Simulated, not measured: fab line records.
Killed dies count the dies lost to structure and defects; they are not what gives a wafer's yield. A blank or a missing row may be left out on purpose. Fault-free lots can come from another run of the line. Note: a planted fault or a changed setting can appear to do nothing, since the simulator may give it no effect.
fab line records    flow n5_finfet
[record] lots = 10  wafers = 30  last_day = 18
route steps=1938 shown HKMG_FIN@421 BEOL_M4@1111 PASSIVATION@1936
lots that met no fault: from a run of the same line without faults
start_h: hours from the record's opening day to when the first of the lot's shown wafers began    wait_h: hours since the lot's step before    " the same as in the row above    L1.1+2: a single row standing in for several wafers    - no value present, or no start provided    * or withheld: withheld    < > ~ a bound
route shown NAME@n: NAME is a module with steps in the file, n the number in the route of the first one    usual: mean/standard deviation of fault-free wafers    same: alike in all rows    chamber/n: place in a boat    sites: each site's reading    _std_site: the standard deviation of these    _edge_site: the outer-site mean with the inner-site mean subtracted    radius_mm: how far each site lies from the wafer's centre    mask NAME#n: copy n    behind: the last tool/chamber to shape the wafer    hold: reason for holding the lot/hours on hold/outcome of the hold    device: whichever transistor did not switch (one of n, p or np)    end of line: tests of these same wafers at the route's end    a step given without rows: its recipe and nothing more    killed: dies lost to structure and defects at the first sort, not the wafer's yield    map: the dies of a wafer, with x for killed, . for not killed, _ for no die there
set.NAME: the setting the step ran with; set.NAME@STEP: the setting that earlier step ran with    model.NAME: the simulator's own value behind a step, which no gauge read
one table for each step of the route and one row for each wafer, over a sample of lots
services: the hour from which a tool's chamber was out of use, counted from the record's first day as start_h (under 0 if before that day), plus the number of hours and why
[[steps]]
[step N5_HKMG_FIN_PWFM_ALD_03]
[recipe] material = TiN  target_thk_a = 20  temp_c = 400  ald_precursor_family = TiCl4  ald_co_reactant = NH3  pulse_time_s = 1  purge_time_s = 3  co_reactant_purge_time_s = 2  co_reactant_pulse_time_s = 2  ald_cycles = 91  pressure_torr = 3
[usual] heater_power_w = 846/97  precursor_pulse_height_rel = 0.999/0.022
[same] purge_time_s = 3
lot.wafer  tool          chamber  start_h  wait_h  heater_power_w  precursor_pulse_height_rel
L153.2     ald_metal-04  0        74.96    0.0     793             1.027
L153.3     "             3        "        "       871             1.036
L153.5     "             3        "        "       879             1.018
L155.1     ald_metal-02  0        87.17    0.0     887             1.037
L155.3     "             1        "        "       1128            0.980
L155.5     "             0        "        "       934             1.005
L156.2     ald_metal-04  0        92.54    0.0     807             0.999
L156.5     "             3        "        "       874             0.990
L156.6     "             2        "        "       748             0.999
L158.2     ald_metal-04  2        103.67   0.0     759             0.995
L158.5     "             2        "        "       769             1.038
L158.6     "             3        "        "       855             0.977
L161.1     ald_metal-02  0        124.17   0.0     928             1.003
L161.2     "             2        "        "       863             0.994
L161.5     "             0        "        "       932             1.047
L169.1     ald_metal-01  3        177.89   0.0     986             1.000
L169.3     "             1        "        "       729             1.017
L169.4     "             1        "        "       727             0.978
L171.1     ald_metal-04  0        189.31   0.0     797             1.017
L171.2     "             1        "        "       870             1.003
L171.3     "             2        "        "       760             1.020
L173.2     ald_metal-01  0        197.28   0.0     922             0.978
L173.4     "             2        "        "       787             1.029
L173.5     "             1        "        "       727             1.020
L174.2     ald_metal-04  0        203.15   0.0     797             1.001
L174.3     "             1        "        "       876             1.033
L174.4     "             3        "        "       857             0.988
L176.1     ald_metal-01  3        215.44   0.0     955             1.039
L176.5     "             1        "        "       719             1.002
L176.6     "             2        "        "       778             0.980
[step N5_HKMG_FIN_CD_MEAS_12]
[recipe] target_cd_nm = 92.8  landing_energy_ev = 500  detector = se_inlens
[usual] cd_nm = 93.1/0.74
lot.wafer  tool       chamber  start_h  wait_h  cd_nm
L153.2     cd_sem-02  0        75.68    -       93.1
L153.3     "          0        "        "       92.9
L153.5     "          0        "        "       93.1
L155.1     cd_sem-03  0        88.01    -       92.6
L155.3     "          0        "        "       92.9
L155.5     "          0        "        "       93.4
L156.2     cd_sem-02  0        93.25    -       92.1
L156.5     "          0        "        "       92.5
L156.6     "          0        "        "       93.0
L158.2     cd_sem-01  0        104.39   -       92.8
L158.5     "          0        "        "       92.9
L158.6     "          0        "        "       92.3
L161.1     cd_sem-03  0        125.00   -       94.0
L161.2     "          0        "        "       92.9
L161.5     "          0        "        "       92.4
L169.1     cd_sem-03  0        178.60   -       93.9
L169.3     "          0        "        "       93.4
L169.4     "          0        "        "       93.1
L171.1     cd_sem-01  0        190.15   -       94.0
L171.2     "          0        "        "       92.7
L171.3     "          0        "        "       94.5
L173.2     cd_sem-01  0        198.12   -       93.6
L173.4     "          0        "        "       92.4
L173.5     "          0        "        "       94.3
L174.2     cd_sem-02  0        203.99   -       92.7
L174.3     "          0        "        "       92.9
L174.4     "          0        "        "       93.4
L176.1     cd_sem-02  0        216.27   -       92.9
L176.5     "          0        "        "       93.5
L176.6     "          0        "        "       93.2
[step N5_HKMG_FIN_ETCH_32]
[recipe] chemistry = N2/H2  target = SOC  target_depth_a = 2400  temp_c = 40  time_s = 300  ion_energy_ev = 200  mask_material = SiARC  pressure_mtorr = 30  source_w = 840  bias_w = 150  n2_flow_sccm = 200  h2_flow_sccm = 200
[usual] drypump_motor_current_A = 5.6/0.53  h2_flow_sccm = 200.0/0.61  oes_product_au = 0.80/0.11  rf_vpp_V = 523.3/2.6  showerhead_plenum_p_Torr = 2.52/0.088  throttle_valve_pct = 17.81/0.23
lot.wafer  tool         chamber  start_h  wait_h  drypump_motor_current_A  h2_flow_sccm  oes_product_au  rf_hours_counter_h  rf_vpp_V  showerhead_plenum_p_Torr  throttle_valve_pct
L153.2     rie_diel-02  0        75.88    0.0     5.6                      200.1         0.75            157                 521.3     2.44                      17.97
L153.3     "            1        "        "       5.4                      200.0         0.68            207                 521.1     2.40                      17.78
L153.5     "            3        "        "       6.6                      199.1         0.70            -                   521.0     2.44                      17.82
L155.1     rie_diel-06  1        88.65    0.0     4.9                      200.5         0.85            83                  523.9     2.57                      17.52
L155.3     "            2        "        "       5.5                      200.3         0.91            25                  525.1     2.60                      17.98
L155.5     "            2        "        "       5.5                      200.6         0.91            -                   525.5     2.60                      17.95
L156.2     rie_diel-01  0        93.43    0.0     6.0                      201.0         0.80            84                  525.5     2.56                      17.69
L156.5     "            1        "        "       6.7                      199.2         0.70            -                   524.3     2.51                      18.26
L156.6     "            2        "        "       5.2                      199.9         0.71            -                   522.9     2.51                      17.83
L158.2     rie_diel-01  1        104.84   0.0     6.7                      199.8         0.70            232                 522.2     2.50                      18.25
L158.5     "            3        "        "       6.1                      200.9         0.68            -                   524.6     2.51                      18.13
L158.6     "            2        "        "       5.2                      199.7         0.71            -                   522.3     2.51                      17.83
L161.1     rie_diel-02  0        125.51   0.0     5.6                      200.8         0.74            165                 521.3     2.43                      17.98
L161.2     "            2        "        "       5.4                      200.1         0.67            245                 522.4     2.41                      18.13
L161.5     "            3        "        "       6.6                      199.8         0.70            -                   520.5     2.44                      17.82
L169.1     rie_diel-02  3        178.78   0.0     6.5                      219.7         0.70            209                 521.7     2.50                      18.50
L169.3     "            2        "        "       5.4                      219.4         0.98            7                   528.2     2.79                      18.35
L169.4     "            0        "        "       5.6                      219.4         0.74            187                 520.3     2.48                      18.67
L171.1     rie_diel-02  1        190.33   0.0     5.4                      219.7         0.67            240                 520.4     2.44                      18.46
L171.2     "            2        "        "       5.4                      220.3         0.96            10                  528.3     2.78                      18.34
L171.3     "            0        "        "       5.6                      219.4         0.73            190                 519.8     2.48                      18.69
L173.2     rie_diel-01  3        198.30   0.0     6.1                      201.1         0.91            23                  521.4     2.49                      17.76
L173.4     "            1        "        "       6.7                      200.8         0.94            12                  521.3     2.49                      17.82
L173.5     "            1        "        "       6.7                      199.8         0.95            -                   522.7     2.49                      17.83
L174.2     rie_diel-06  0        204.17   0.0     5.5                      200.2         0.95            13                  527.7     2.72                      17.76
L174.3     "            1        "        "       4.9                      199.7         0.80            130                 523.3     2.55                      17.63
L174.4     "            2        "        "       5.5                      200.9         0.84            68                  525.0     2.58                      18.03
L176.1     rie_diel-06  3        216.61   0.0     5.3                      201.5         0.91            29                  522.2     2.49                      17.46
L176.5     "            1        "        "       4.9                      199.3         0.79            -                   524.0     2.54                      17.62
L176.6     "            3        "        "       5.3                      201.1         0.91            -                   523.3     2.49                      17.46
[step N5_HKMG_FIN_ALD_91]
[recipe] material = TiN  target_thk_a = 10  temp_c = 400  ald_precursor_family = TiCl4  ald_co_reactant = NH3  pulse_time_s = 1  purge_time_s = 3  co_reactant_purge_time_s = 2  co_reactant_pulse_time_s = 2  ald_cycles = 47  pressure_torr = 3
[usual] heater_power_w = 894/120  precursor_pulse_height_rel = 1.001/0.021
[same] purge_time_s = 3
lot.wafer  tool          chamber  start_h  wait_h  heater_power_w  precursor_pulse_height_rel
L153.2     ald_metal-01  2        76.77    0.3     768             1.021
L153.3     "             1        "        "       741             1.006
L153.5     "             2        "        "       749             1.015
L155.1     ald_metal-04  2        89.54    0.3     760             1.006
L155.3     "             1        "        "       882             1.044
L155.5     "             2        "        "       760             1.017
L156.2     ald_metal-01  0        94.40    0.3     883             0.960
L156.5     "             2        "        "       756             1.040
L156.6     "             1        "        "       725             1.006
L158.2     ald_metal-01  3        105.73   0.3     975             0.980
L158.5     "             3        "        "       968             1.011
L158.6     "             0        "        "       896             0.977
L161.1     ald_metal-01  1        126.44   0.3     747             0.991
L161.2     "             3        "        "       934             0.991
L161.5     "             1        "        "       746             0.999
L169.1     ald_metal-01  0        179.70   0.3     905             1.005
L169.3     "             3        "        "       945             1.020
L169.4     "             3        "        "       945             1.046
L171.1     ald_metal-02  2        191.30   0.3     881             0.989
L171.2     "             3        "        "       1102            0.984
L171.3     "             0        "        "       923             1.028
L173.2     ald_metal-04  2        199.19   0.3     757             0.987
L173.4     "             0        "        "       789             0.989
L173.5     "             0        "        "       806             1.003
L174.2     ald_metal-02  0        205.06   0.3     913             1.028
L174.3     "             2        "        "       894             1.018
L174.4     "             3        "        "       1063            1.001
L176.1     ald_metal-02  1        217.50   0.3     1096            0.975
L176.5     "             1        "        "       1139            0.997
L176.6     "             2        "        "       884             0.995
[step N5_BEOL_M4_RC_MEAS_101]
[usual] DIBL_N = 36.2/1.6  DIBL_P = 36.1/2  IOFF_N = 0.16/0.032  IOFF_P = 0.22/0.036  ION_N = 672/11  ION_P = 463/7.5  SS_N = 71.4/0.58  SS_P = 73.2/0.67  VT_N = 250/3.3  VT_P = -250/3.3
lot.wafer  tool       chamber  start_h  wait_h  DIBL_N[mV/V]  DIBL_P[mV/V]  IOFF_N[nA/um]  IOFF_P[nA/um]  ION_N[uA/um]  ION_P[uA/um]  SS_N[mV/dec]  SS_P[mV/dec]  VT_N[mV]  VT_P[mV]
L153.2     prober-02  0        172.98   0.2     36.6          37.3          0.13           0.17           652           446           71.1          72.5          254       -257
L153.3     "          0        "        "       37.2          38.7          0.17           0.19           679           456           72.3          74.0          247       -251
L153.5     "          0        "        "       34.5          35.6          0.12           0.15           660           444           70.7          72.3          255       -256
L155.1     prober-02  0        179.65   0.0     35.8          36.9          0.15           0.22           678           470           71.6          73.6          248       -250
L155.3     "          0        "        "       35.9          35.7          0.15           0.19           664           457           71.4          72.8          249       -252
L155.5     "          0        "        "       38.0          39.7          0.19           0.27           675           469           72.2          74.3          249       -249
L156.2     prober-02  0        181.64   0.2     36.3          35.6          0.16           0.23           683           474           71.8          73.3          247       -250
L156.5     "          0        "        "       37.3          37.0          0.18           0.25           680           465           71.7          73.5          247       -246
L156.6     "          0        "        "       37.1          36.1          0.16           0.22           680           472           71.6          73.8          248       -250
L158.2     prober-01  0        200.53   0.2     37.3          36.4          0.17           0.23           673           467           71.5          73.2          250       -247
L158.5     "          0        "        "       36.5          34.5          0.17           0.20           678           459           71.8          72.7          247       -249
L158.6     "          0        "        "       34.3          33.2          0.13           0.18           668           457           70.1          72.1          249       -250
L161.1     prober-01  0        220.24   0.0     37.7          38.2          0.22           0.30           675           464           71.6          74.1          245       -245
L161.2     "          0        "        "       35.6          36.0          0.17           0.24           685           471           71.0          73.0          245       -248
L161.5     "          0        "        "       35.2          35.4          0.16           0.24           667           466           70.4          73.9          250       -245
L169.1     prober-02  0        276.46   0.0     34.2          33.8          0.13           0.18           647           455           70.6          72.7          253       -253
L169.3     "          0        "        "       33.3          32.6          0.13           0.17           657           459           70.6          72.4          251       -251
L169.4     "          0        "        "       36.3          36.6          0.17           0.23           665           457           72.2          73.4          248       -250
L171.1     prober-02  0        286.14   0.0     34.9          35.6          0.14           0.23           668           463           71.3          73.1          253       -246
L171.2     "          0        "        "       32.7          32.1          0.12           0.18           677           467           70.6          72.5          251       -248
L171.3     "          0        "        "       37.0          37.2          0.19           0.27           681           472           71.7          73.3          245       -244
L174.2     prober-02  0        294.98   0.2     33.0          30.8          0.11           0.15           649           449           71.1          72.6          257       -254
L174.3     "          0        "        "       38.4          38.8          0.20           0.27           676           463           71.9          74.0          248       -244
L174.4     "          0        "        "       35.4          34.2          0.13           0.19           670           463           71.2          72.6          251       -249
L173.2     prober-02  0        305.23   0.2     40.5          38.1          0.21           0.27           666           462           71.8          73.7          246       -247
L173.4     "          0        "        "       37.6          34.2          0.15           0.20           660           462           71.4          72.6          250       -250
L173.5     "          0        "        "       38.3          34.9          0.16           0.20           653           457           71.7          72.8          251       -250
L176.1     prober-02  0        339.85   0.0     38.7          39.5          0.20           0.25           694           469           72.4          73.6          244       -246
L176.5     "          0        "        "       36.5          37.2          0.16           0.22           679           470           72.2          73.4          250       -247
L176.6     "          0        "        "       34.7          35.7          0.13           0.20           661           465           71.4          72.2          252       -252
[step N5_PASSIVATION_PROBE_49]
[usual] defect_limited_yield = 91.4/1.3  killed_at_M0_to_M3 = 34/10  killed_at_M4_up = 14/5.6  killed_at_contacts = 13/5.9  killed_at_front_end = 37/9.9  killed_at_other = 3.5/2.8  killed_dies = 101/15  killed_open = 67/12  killed_short = 32/6.6  sort_bin_5_function = 5.0/0.81  sort_bin_6_memory = 3.2/0.66  sort_bin_8_speed = 0.00/0.007  sort_n_pass = 1079/15  sort_yield_pct = 91.4/1.3
[same] gross_dies = 1180  killed_at_back_side = 0  sort_bin_4_leakage[%] = 0
lot.wafer  tool       chamber  start_h  wait_h  defect_limited_yield[%]  killed_at_M0_to_M3  killed_at_M4_up  killed_at_contacts  killed_at_front_end  killed_at_other  killed_dies  killed_open  killed_short  sort_bin_5_function[%]  sort_bin_6_memory[%]  sort_bin_8_speed[%]  sort_n_pass  sort_yield_pct[%]
L158.2     prober-01  -        311.72   0.1     92.3                     39                  25               7                   18                   2                91           66           25            5.3                     2.3                   0                    1089         92.3
L158.5     prober-01  -        311.87   0.2     92.0                     35                  21               10                  28                   0                94           70           24            5.1                     2.9                   0                    1086         92.0
L158.6     prober-01  -        311.92   0.3     92.0                     35                  20               10                  27                   2                94           63           28            4.4                     3.1                   0                    1086         92.0
L169.1     prober-01  -        376.57   0.0     89.5                     32                  13               18                  57                   4                124          75           48            6.4                     3.6                   0                    1056         89.5
L169.3     prober-01  -        376.67   0.1     91.9                     53                  6                11                  26                   0                96           69           27            4.1                     4.0                   0                    1084         91.9
L169.4     prober-01  -        376.72   0.2     89.8                     53                  10               15                  42                   0                120          84           36            5.8                     3.9                   0                    1060         89.8
L174.2     prober-01  -        397.32   0.1     90.0                     52                  27               4                   29                   6                118          86           31            5.5                     4.4                   0                    1062         90.0
L174.3     prober-01  -        397.37   0.1     92.5                     32                  13               13                  28                   3                89           50           39            4.6                     2.5                   0                    1091         92.5
L174.4     prober-01  -        397.42   0.2     91.1                     50                  13               6                   33                   3                105          76           29            5.4                     3.3                   0                    1075         91.1
L173.2     prober-02  -        404.77   0.1     90.8                     34                  8                10                  53                   4                109          70           32            5.2                     3.3                   0                    1071         90.8
L173.4     prober-02  -        404.87   0.2     91.9                     37                  14               8                   31                   6                96           67           27            4.7                     3.3                   0                    1084         91.9
L173.5     prober-02  -        404.92   0.2     90.9                     38                  7                10                  50                   2                107          79           27            4.8                     3.9                   0                    1073         90.9
L176.1     prober-02  -        438.86   0.0     91.4                     39                  12               16                  33                   2                102          70           32            5.3                     3.0                   0                    1078         91.4
L176.5     prober-02  -        439.06   0.2     91.6                     37                  19               20                  20                   3                99           67           30            5.0                     3.1                   0                    1081         91.6
L176.6     prober-02  -        439.11   0.3     93.7                     33                  11               6                   20                   4                74           38           36            4.0                     2.3                   0                    1106         93.7
// killed by level:class
L158.2 BEOL_M0_SAQP:geometric_particle:open=11 BEOL_M4:geometric_particle:open=11 BEOL_M2:geometric_particle:open=9 BEOL_M3:geometric_particle:open=8 BEOL_M5:geometric_particle:open=5 MOL_CONTACT_COAG:geometric_particle:open=5 BEOL_M0_SAQP:geometric_particle:short=4 FIN_SAQP:geometric_particle:open=3
L158.5 BEOL_M3:geometric_particle:open=11 BEOL_M4:geometric_particle:open=11 BEOL_M0_SAQP:geometric_particle:short=9 MOL_CONTACT_COAG:geometric_particle:open=8 BEOL_M2:geometric_particle:open=8 STI_FIN_REVEAL:geometric_particle:open=5 ILD0:geometric_particle:open=4 GATE_CUT:geometric_particle:open=4
L158.6 BEOL_M3:geometric_particle:open=10 MOL_CONTACT_COAG:geometric_particle:open=9 BEOL_M0_SAQP:geometric_particle:open=9 BEOL_M4:geometric_particle:open=9 FIN_SAQP:geometric_particle:open=7 BEOL_M0_SAQP:geometric_particle:short=5 FIN_SAQP:geometric_particle:short=4 BEOL_M2:geometric_particle:open=4
L169.1 STI_FIN_REVEAL:geometric_particle:open=17 MOL_CONTACT_COAG:geometric_particle:open=11 FIN_SAQP:geometric_particle:short=7 GATE_CUT:geometric_particle:short=7 MOL_CONTACT_COAG:geometric_particle:short=7 BEOL_M0_SAQP:geometric_particle:short=6 BEOL_M0_SAQP:geometric_particle:open=6 FIN_SAQP:geometric_particle:open=5
L169.3 BEOL_M0_SAQP:geometric_particle:open=12 MOL_CONTACT_COAG:geometric_particle:open=11 BEOL_M0_SAQP:geometric_particle:short=10 BEOL_M1:geometric_particle:open=8 BEOL_M3:geometric_particle:open=8 FIN_SAQP:geometric_particle:open=6 BEOL_M2:geometric_particle:open=6 STI_FIN_REVEAL:geometric_particle:open=4
L169.4 MOL_CONTACT_COAG:geometric_particle:open=14 BEOL_M0_SAQP:geometric_particle:short=14 BEOL_M0_SAQP:geometric_particle:open=13 STI_FIN_REVEAL:geometric_particle:open=12 FIN_SAQP:geometric_particle:open=7 BEOL_M1:geometric_particle:open=7 GATE_CUT:geometric_particle:short=6 BEOL_M2:geometric_particle:open=6
L174.2 BEOL_M0_SAQP:geometric_particle:open=14 BEOL_M4:geometric_particle:open=13 BEOL_M0_SAQP:geometric_particle:short=10 BEOL_M0:geometric_particle:open=9 BEOL_M3:geometric_particle:open=9 FIN_SAQP:geometric_particle:open=5 STI_FIN_REVEAL:geometric_particle:open=5 GATE_CUT:geometric_particle:short=4
L174.3 GATE_CUT:geometric_particle:short=9 BEOL_M0_SAQP:geometric_particle:short=8 BEOL_M4:geometric_particle:open=8 MOL_CONTACT_COAG:geometric_particle:open=7 MOL_CONTACT_COAG:geometric_particle:short=6 BEOL_M2:geometric_particle:open=5 BEOL_M0_SAQP:geometric_particle:open=4 BEOL_M1:geometric_particle:short=4
L174.4 BEOL_M3:geometric_particle:open=11 BEOL_M0_SAQP:geometric_particle:open=10 BEOL_M0_SAQP:geometric_particle:short=8 BEOL_M4:geometric_particle:open=8 BEOL_M2:geometric_particle:open=8 FIN_SAQP:geometric_particle:open=7 STI_FIN_REVEAL:geometric_particle:open=5 GATE_CUT:geometric_particle:short=5
L173.2 STI_FIN_REVEAL:geometric_particle:open=15 FIN_SAQP:geometric_particle:open=11 BEOL_M2:geometric_particle:open=9 GATE_CUT:geometric_particle:short=8 BEOL_M3:geometric_particle:open=7 MOL_CONTACT_COAG:geometric_particle:open=6 BEOL_M3:geometric_particle:short=6 HKMG_FIN:area_etch=6
L173.4 BEOL_M3:geometric_particle:open=16 MOL_CONTACT_COAG:geometric_particle:open=7 STI_FIN_REVEAL:geometric_particle:open=5 BEOL_M0_SAQP:geometric_particle:short=5 BEOL_M4:geometric_particle:open=5 BEOL_M1:geometric_particle:open=4 STARTING-WAFER:geometric_particle:open=4 DUMMY_GATE:geometric_particle:short=4
L173.5 SPACER0:geometric_particle:open=13 FIN_SAQP:geometric_particle:open=11 BEOL_M3:geometric_particle:open=11 MOL_CONTACT_COAG:geometric_particle:open=7 DUMMY_GATE:geometric_particle:open=7 BEOL_M0:geometric_particle:open=6 BEOL_M0_SAQP:geometric_particle:open=5 STI_FIN_REVEAL:geometric_particle:open=4
L176.1 BEOL_M0_SAQP:geometric_particle:open=14 MOL_CONTACT_COAG:geometric_particle:open=13 BEOL_M0_SAQP:geometric_particle:short=13 STI_FIN_REVEAL:geometric_particle:open=8 FIN_SAQP:geometric_particle:open=7 BEOL_M3:geometric_particle:open=6 FIN_SAQP:geometric_particle:short=4 BEOL_M4:geometric_particle:open=4
L176.5 MOL_CONTACT_COAG:geometric_particle:open=16 BEOL_M0_SAQP:geometric_particle:open=15 BEOL_M4:geometric_particle:open=10 BEOL_M0_SAQP:geometric_particle:short=9 BEOL_M2:geometric_particle:open=9 FIN_SAQP:geometric_particle:short=6 STI_FIN_REVEAL:geometric_particle:open=5 MOL_CONTACT_COAG:geometric_particle:short=4
L176.6 BEOL_M0_SAQP:geometric_particle:short=17 FIN_SAQP:geometric_particle:open=6 DUMMY_GATE:geometric_particle:open=5 BEOL_M1:geometric_particle:open=4 BEOL_M0_SAQP:geometric_particle:open=4 BEOL_M2:geometric_particle:open=4 GATE_CUT:geometric_particle:short=3 MOL_CONTACT_COAG:geometric_particle:short=3
[[services]]
tool          chamber  start_h  hours  kind
ald_metal-01  0        90.26    -      calibration
rie_diel-02   -        96.68    28.1   pm
rie_diel-01   -        105.62   2.8    pm
rie_diel-06   3        116.09   -      clean
rie_diel-06   3        116.09   -      consumable_replace:focus_ring
rie_diel-06   3        116.09   18.1   scheduled_down
rie_diel-06   3        116.09   18.1   vent_cycle
rie_diel-01   3        118.77   -      clean
rie_diel-01   3        118.77   -      consumable_replace:focus_ring
rie_diel-02   3        126.12   3.5    repair
rie_diel-02   2        139.13   -      clean
rie_diel-02   2        139.13   -      consumable_replace:focus_ring
rie_diel-02   2        139.13   -      consumable_replace:showerhead
rie_diel-02   2        139.13   19.0   scheduled_down
rie_diel-02   2        139.13   19.0   vent_cycle
rie_diel-02   3        143.67   19.0   repair
ald_metal-01  0        166.46   3.5    repair
ald_metal-01  2        175.13   6.4    repair
ald_metal-04  -        195.52   1.3    repair
ald_metal-01  -        209.05   2.8    pm
rie_diel-02   1        209.60   1.2    repair
rie_diel-06   2        212.80   6.6    repair
ald_metal-04  1        215.41   3.4    repair
ald_metal-04  -        216.21   1.7    repair
[[key]]
[first_sign] step = N5_HKMG_FIN_ETCH_32  reading = h2_flow_sccm  direction = up  sigmas = 32  usual = 200.0  struck = 219.6
[effect] step = N5_HKMG_FIN_ETCH_32  reading = throttle_valve_pct  direction = up  sigmas = 3  usual = *  struck = *
met_at N5_HKMG_FIN_ETCH_32
struck_lots L169,L171
not_acting_at N5_HKMG_FIN_PWFM_ALD_03,N5_HKMG_FIN_CD_MEAS_12,N5_HKMG_FIN_ALD_91
onset_between 125.51 178.78
[fault] kind = process_parameter_drift  tool = rie_diel-02  chamber = -  onset_h = 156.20  steps = N5_HKMG_FIN_ETCH_32  channel = h2_flow_sccm  offset = 20  shape = step  end_h = 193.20  acts_in = these_recipes_only  stated = 200
